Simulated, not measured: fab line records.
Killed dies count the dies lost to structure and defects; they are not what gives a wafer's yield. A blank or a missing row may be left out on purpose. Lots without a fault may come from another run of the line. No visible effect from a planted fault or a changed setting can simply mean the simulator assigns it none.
A struck lot beside a sound one ; flow n5_finfet ; 37 out of 1938 route steps
Sound: these wafers, L478.1, L478.2, L478.3. Wafers L487.1, L487.5 were the ones struck. At the end, the cause is stated.
Each step with rows lists, per side, the tool, then ch with its chambers, then its first start. Under that, the readings that differ: sound wafers ; struck wafers ; difference of the means ; sigmas: that difference in standard deviations of wafers without a fault.
alike: a reading whose means differ by less than 2 such deviations, as well as words and numbers matching on both sides. not compared: withheld readings; readings where some wafer has no value; bounds like >300 that might hide an equal value; numbers whose values overlap and for which the record gives no deviation.
Wherever a step has rows on one side only, a row that says differs or no value, or a row with sigmas, the two part there. Numbers that don't overlap but have no deviation are shown without sigmas and don't part them. A reading missing from all wafers of one side parts the sides only when that side holds two or more wafers.

first, 9 steps without rows for these wafers: N5_MOL_CONTACT_COAG_PRECLEAN_127 (cleans in DIW, time 57.5 s); N5_MOL_CONTACT_COAG_SRD_128 (dry time 32 s); N5_MOL_CONTACT_COAG_CMP_52 (polishes, stops on SiO2, t overpolish 1.5 s, target thk 66.5 nm); N5_MOL_CONTACT_COAG_ANNEAL_112 (time 1800 s); N5_BEOL_M0_SAQP_PECVD_00 (deposits SiCN from 3MS/NH3, target thk 8 nm, time 14 s); N5_BEOL_M0_SAQP_ILD_DEP_01 (deposits SiOC from DEMS/O2, target thk 45.419 nm, time 8.7 s); N5_BEOL_M0_SAQP_HM_DEP_02 (deposits TiN, target thk 12 nm); N5_BEOL_M0_SAQP_PECVD_03 (deposits SiCN from 3MS/NH3, target thk 12 nm, time 21.1 s); N5_BEOL_M0_SAQP_PECVD_96 (deposits a-Si from SiH4/He, target thk 45 nm, time 45.2 s).
N5_BEOL_M0_SAQP_PECVD_97: deposits SiNx from SiH4/NH3/N2, target thk 23 nm, time 19.9 s.
  sound on pecvd-03 ch 0,1,2, day 7 05:35; struck on pecvd-04 ch 1,2, day 9 10:28
reading;sound;struck;difference;sigmas
model.SiNx_of_BEOL_M0_SAQP_PECVD_97.thk_nm (nm);22.6 22.8 22.8;42.8 43.2;+20.3;
  alike: chamber_pressure_Torr, heater_power_w, showerhead_plenum_p_Torr, throttle_valve_pct
then, 24 steps without rows for these wafers: N5_BEOL_M0_SAQP_PECVD_04 (deposits a-Si from SiH4/He, target thk 60 nm, time 60.2 s); N5_BEOL_M0_SAQP_HM_DEP_111 (deposits SiO2 from SiH4/N2O, target thk 12 nm, time 7.2 s); N5_BEOL_M0_SAQP_COAT_81 (time 60 s, resist thk 100 nm); N5_BEOL_M0_SAQP_COAT_82 (time 60 s, resist thk 30 nm); N5_BEOL_M0_SAQP_COAT_08 (resist thk 90 nm); N5_BEOL_M0_SAQP_EBR_10; N5_BEOL_M0_SAQP_SOFTBAKE_09 (time 60 s); N5_BEOL_M0_SAQP_EXPOSE_11 (exposes mask M0 CORE, target cd 42 nm); N5_BEOL_M0_SAQP_PEB_12 (peb time 60 s); N5_BEOL_M0_SAQP_DEVELOP_13 (develop time 30 s); N5_BEOL_M0_SAQP_DESCUM_19 (chemistry O2, time 7.9 s); N5_BEOL_M0_SAQP_ETCH_83 (etches SiARC in CF4, target depth 39 nm, time 65 s); N5_BEOL_M0_SAQP_ETCH_84 (etches SOC in N2/H2, target depth 100 nm, overetch 20 nm, time 150 s); N5_BEOL_M0_SAQP_STRIP_80 (strips in N2/H2); N5_BEOL_M0_SAQP_HM_OPEN_112 (chemistry CHF3/O2, target SiO2, stops on a-Si, target depth 12 nm, time 13.5 s); N5_BEOL_M0_SAQP_STRIP_113 (strips in CHF3/O2); N5_BEOL_M0_SAQP_MANDREL_ETCH_20 (etches a-Si in HBr/Cl2, stops on SiNx, target depth 60 nm, bt time 10 s, time 30 s); N5_BEOL_M0_SAQP_STRIP_86 (strips in N2/H2); N5_BEOL_M0_SAQP_STRIP_115 (strips in post etch residue remover, time 60 s); N5_BEOL_M0_SAQP_SRD_93 (time 30 s); N5_BEOL_M0_SAQP_RECESS_114 (chemistry HF/NH3, target SiO2, target depth 14.4 nm, afs cycles 3, sublimation time 60 s); N5_BEOL_M0_SAQP_SPACER1_ALD_98 (deposits SiO2, target thk 12.8 nm, pulse time 1 s, purge time 2 s); N5_BEOL_M0_SAQP_SPACER1_ETCHBACK_99 (etches SiO2 in CHF3/O2, target depth 15.4 nm, time 7.7 s); N5_BEOL_M0_SAQP_MANDREL1_REMOVE_100 (chemistry HBr/Cl2/O2, target a-Si, stops on SiNx, bt time 10 s).
N5_BEOL_M0_SAQP_ETCH_106: etches SOC in N2/H2, stops on SiNx, target depth 150 nm.
  sound on rie_diel-02 ch 0,1,2, day 7 08:43; struck on rie_diel-01 ch 2, day 9 13:20
reading;sound;struck;difference;sigmas
oes_product_au (a.u.);0.72 0.72 0.67;0.89 0.88;+0.18;+2
throttle_valve_pct (%);18.00 18.00 18.34;17.57 17.56;-0.55;-2
model.SiNx_of_BEOL_M0_SAQP_PECVD_97.thk_nm (nm);14.8 14.8 14.6;34.8 35.2;+20.3;
  alike: bias_w, drypump_motor_current_A, rf_vpp_V, showerhead_plenum_p_Torr
  not compared: rf_hours_counter_h
N5_BEOL_M4_RC_MEAS_101:
  the record has rows for the sound wafers here (prober-01 ch 0, day 9 19:45) and none for the struck ones
-- the record jumps here: 7 days lie between the struck wafers' starts before and after (it left off in module BEOL_M4 and takes up again in module PASSIVATION, whose first step shown is number 1936 of the route) --
N5_PASSIVATION_PROBE_49:
  sound on prober-02, day 14 04:07; struck on prober-01, day 16 19:22
reading;sound;struck;difference;sigmas
defect_limited_yield (%);91.2 92.8 90.7;0 0;-92;-61
killed_at_M0_to_M3;25 25 32;1112 1097;+1077;+99 or more
killed_dies;104 85 110;1180 1180;+1080;+60
killed_on_rim;16 11 13;152 152;+139;+34
sort_n_pass;1076 1095 1070;0 0;-1080;-60
sort_yield_pct (%);91.2 92.8 90.7;0 0;-92;-61
  alike: killed_at_M4_up, killed_at_contacts, killed_at_front_end, killed_at_other, killed_open, killed_short, sort_bin_5_function, sort_bin_6_memory

## WHERE THEY PART
Last at N5_PASSIVATION_PROBE_49 as far as this record goes, first at N5_BEOL_M0_SAQP_ETCH_106.

WHY: the cause the simulator had injected
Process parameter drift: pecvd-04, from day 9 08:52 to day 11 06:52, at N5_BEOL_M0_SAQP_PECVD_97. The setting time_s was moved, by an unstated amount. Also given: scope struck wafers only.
